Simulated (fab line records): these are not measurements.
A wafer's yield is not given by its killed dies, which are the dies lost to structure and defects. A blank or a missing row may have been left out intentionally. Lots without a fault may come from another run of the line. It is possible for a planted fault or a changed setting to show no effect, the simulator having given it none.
Chamber matching + flow n5 finfet + N5_BEOL_M4_ETCH_70 on rie diel-02: 4 sister chambers
The step etches SOC in N2/H2, target depth 80 nm, overetch 24 nm, time 130 s. 16 wafers are shown with their chamber, then 8 later ones without.

== WAFERS PAIRED WITH THEIR CHAMBERS ==
| wafer  | chamber | drypump motor current A (A) | throttle valve pct (%) | showerhead plenum p Torr (Torr) |
|--------|---------|-----------------------------|------------------------|---------------------------------|
| L077.1 | 3       | 5.2                         | 17.61                  | 2.52                            |
| L077.4 | 2       | 6.6                         | 18.17                  | 2.64                            |
| L077.5 | 3       | 5.2                         | 17.61                  | 2.52                            |
| L079.1 | 2       | 6.6                         | 18.18                  | 2.64                            |
| L079.3 | 3       | 5.2                         | 17.62                  | 2.52                            |
| L079.4 | 1       | 5.8                         | 17.78                  | 2.52                            |
| L082.2 | 1       | 5.8                         | 17.79                  | 2.52                            |
| L082.4 | 3       | 5.2                         | 17.64                  | 2.51                            |
| L082.5 | 2       | 6.6                         | 18.20                  | 2.63                            |
| L083.1 | 0       | 6.2                         | 17.63                  | 2.59                            |
| L083.4 | 3       | 5.2                         | 17.63                  | 2.51                            |
| L083.5 | 2       | 6.7                         | 18.19                  | 2.63                            |
| L086.1 | 1       | 5.8                         | 17.81                  | 2.51                            |
| L086.3 | 0       | 6.2                         | 17.65                  | 2.59                            |
| L086.5 | 0       | 6.2                         | 17.66                  | 2.59                            |
| L090.2 | 1       | 5.8                         | 17.83                  | 2.51                            |

SIGNATURES (averages over the wafers above)
| reading                  | chamber 0 | chamber 1 | chamber 2 | chamber 3 | scatter within a chamber |
|--------------------------|-----------|-----------|-----------|-----------|--------------------------|
| drypump motor current A  | 6.200     | 5.800     | 6.625     | 5.200     | 0.025                    |
| throttle valve pct       | 17.6467   | 17.8025   | 18.1850   | 17.6220   | 0.0161                   |
| showerhead plenum p Torr | 2.5900    | 2.5150    | 2.6350    | 2.5160    | 0.00516                  |
Rule: for a wafer and a chamber, the distance is found by dividing, reading by reading, the gap between the wafer's reading and the chamber's mean by the reading's scatter, squaring, summing and taking the root. If the next closest chamber is less than 2 further off than the closest, the wafer can't be placed; otherwise it belongs to the closest. The scatter: the root of (the sum of the squares of (reading less its chamber's mean) over the shown wafers, divided by (wafers less chambers)).

== WAFERS WHOSE CHAMBER IS MISSING ==
| wafer  | drypump motor current A (A) | throttle valve pct (%) | showerhead plenum p Torr (Torr) |
|--------|-----------------------------|------------------------|---------------------------------|
| L090.3 | 6.2                         | 17.65                  | 2.58                            |
| L090.5 | 6.1                         | 17.65                  | 2.58                            |
| L093.3 | 6.2                         | 17.67                  | 2.58                            |
| L093.5 | 6.2                         | 17.65                  | 2.58                            |
| L093.6 | 5.2                         | 17.66                  | 2.50                            |
| L094.2 | 5.2                         | 17.67                  | 2.50                            |
| L094.3 | 6.2                         | 17.68                  | 2.58                            |
| L094.5 | 5.2                         | 17.67                  | 2.50                            |

== WHICH CHAMBER EACH ONE RAN IN ==
| wafer  | from the rows above | in truth |
|--------|---------------------|----------|
| L090.3 | 0                   | 0        |
| L090.5 | 0                   | 0        |
| L093.3 | 0                   | 0        |
| L093.5 | 0                   | 0        |
| L093.6 | 3                   | 3        |
| L094.2 | 3                   | 3        |
| L094.3 | 0                   | 0        |
| L094.5 | 3                   | 3        |
Correctly placed: 8 of 8. Number that these rows cannot place: 0. Placed wrongly: 0.
